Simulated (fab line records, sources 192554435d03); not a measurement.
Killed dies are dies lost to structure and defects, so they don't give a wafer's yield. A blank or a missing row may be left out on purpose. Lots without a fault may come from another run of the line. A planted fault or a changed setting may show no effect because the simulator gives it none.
A struck lot beside a sound one | flow n5_finfet | 35 steps out of a route of 1938
Sound: wafers L375.1, L375.2, L375.5. Struck: wafer L391.3. (L391.4, L391.5 of the same lot were not struck and are left out.) The cause comes at the end.
At each step with rows: each side's tool, then ch and its chambers, then its first start. Under that, the readings that differ: sound wafers | struck wafers | difference of the means | sigmas: that difference in standard deviations of wafers without a fault.
alike: readings whose means differ by less than 2 such deviations, and words and numbers that are the same on both sides. not compared: withheld readings, readings that some wafer has no value for, bounds like >300 that may hide the same value, and numbers for which the record gives no deviation and whose values overlap.
The two part at a step that has a row with sigmas, a row that says differs or no value, or rows on one side only. Numbers that don't overlap but have no deviation are shown without sigmas and don't part them. A reading that every wafer of one side lacks parts them only if that side has two wafers or more.

first, 9 steps without rows for these wafers: N5_BEOL_M10_ALD_74 (deposits TaN, target thk 2 nm, pulse time 2 s, purge time 3 s); N5_BEOL_M10_SURFACE_TREAT_76; N5_BEOL_M10_CVD_75 (deposits Co from CCTBA/H2, target thk 2 nm, time 138.9 s); N5_BEOL_M10_SPUTTER_48 (material Cu, target thk 12 nm, time 2 s); N5_BEOL_M10_ECD_50 (material Cu, target thk 318 nm); N5_BEOL_M10_ANNEAL_51 (time 90 s); N5_BEOL_M10_CMP_52 (polishes, stops on SiCOH lowk, t overpolish 7 s, target thk 140 nm); N5_BEOL_M10_PRE_CLEAN_55 (time 15 s); N5_BEOL_M10_DEP_56 (deposits SiCN from 3MS/NH3, target thk 15 nm, time 26.5 s).
N5_BEOL_M11_ILD_DEP_00: deposits SiCOH lowk from DEMS/porogen, target thk 308.51 nm, time 58 s.
  sound on pecvd-02 ch 0,1, day 9 22:26; struck on pecvd-02 ch 1, day 14 15:33
  reading                                             | sound             | struck | difference | sigmas
  model.SiCOH_lowk_of_BEOL_M11_ILD_DEP_00.thk_nm (nm) | 304.4 308.8 310.4 | 300.8  | -7.1       |
  alike: heater_power_w, showerhead_plenum_p_Torr, throttle_valve_pct
then, 24 steps without rows for these wafers: N5_BEOL_M11_CURE_71 (cures SiCOH lowk, time 240 s); N5_BEOL_M11_PECVD_70 (deposits SiO2 from TEOS/O2, target thk 20 nm, time 22.7 s); N5_BEOL_M11_HM_DEP_02 (deposits TiN, target thk 20 nm); N5_BEOL_M11_COAT_59 (time 60 s, resist thk 100 nm); N5_BEOL_M11_COAT_60 (time 60 s, resist thk 30 nm); N5_BEOL_M11_COAT_05 (resist thk 90 nm); N5_BEOL_M11_EBR_07; N5_BEOL_M11_SOFTBAKE_06 (time 60 s); N5_BEOL_M11_EXPOSE_08 (exposes mask M11); N5_BEOL_M11_PEB_09 (peb time 60 s); N5_BEOL_M11_DEVELOP_10 (develop time 30 s); N5_BEOL_M11_DESCUM_16 (chemistry O2, time 7.9 s); N5_BEOL_M11_ETCH_61 (etches SiARC in CF4, target depth 39 nm, time 65 s); N5_BEOL_M11_ETCH_62 (etches SOC in N2/H2, target depth 110 nm, overetch 22 nm, time 165 s); N5_BEOL_M11_STRIP_68 (strips in N2/H2); N5_BEOL_M11_STRIP_67 (strips in CF4); N5_BEOL_M11_HM_OPEN_17 (chemistry Cl2/BCl3, target TiN, target depth 20 nm, overetch 6 nm); N5_BEOL_M11_STRIP_19 (strips in O2); N5_BEOL_M11_COAT_63 (time 60 s, resist thk 100 nm); N5_BEOL_M11_COAT_64 (time 60 s, resist thk 30 nm); N5_BEOL_M11_COAT_22 (resist thk 90 nm); N5_BEOL_M11_EBR_24; N5_BEOL_M11_SOFTBAKE_23 (time 60 s); N5_BEOL_M11_EXPOSE_25 (exposes mask V10).
N5_BEOL_M11_CMP_52: polishes, stops on SiCOH lowk, t overpolish 7 s, target thk 140 nm.
  sound on cmp-02 ch 0,1,3, day 10 06:00; struck on cmp-04 ch 1, day 14 21:46
  reading                                             | sound             | struck | difference | sigmas
  model.SiCOH_lowk_of_BEOL_M11_ILD_DEP_00.thk_nm (nm) | 261.4 265.2 266.8 | 258.2  | -6.3       |
  alike: barrier_field_endpoint_s, motor_current_A, overpolish_run_s, slurry_flow_ml_min, time_to_endpoint_s

WHERE THEY PART
Nowhere in this record.

WHY: what the simulator had put in
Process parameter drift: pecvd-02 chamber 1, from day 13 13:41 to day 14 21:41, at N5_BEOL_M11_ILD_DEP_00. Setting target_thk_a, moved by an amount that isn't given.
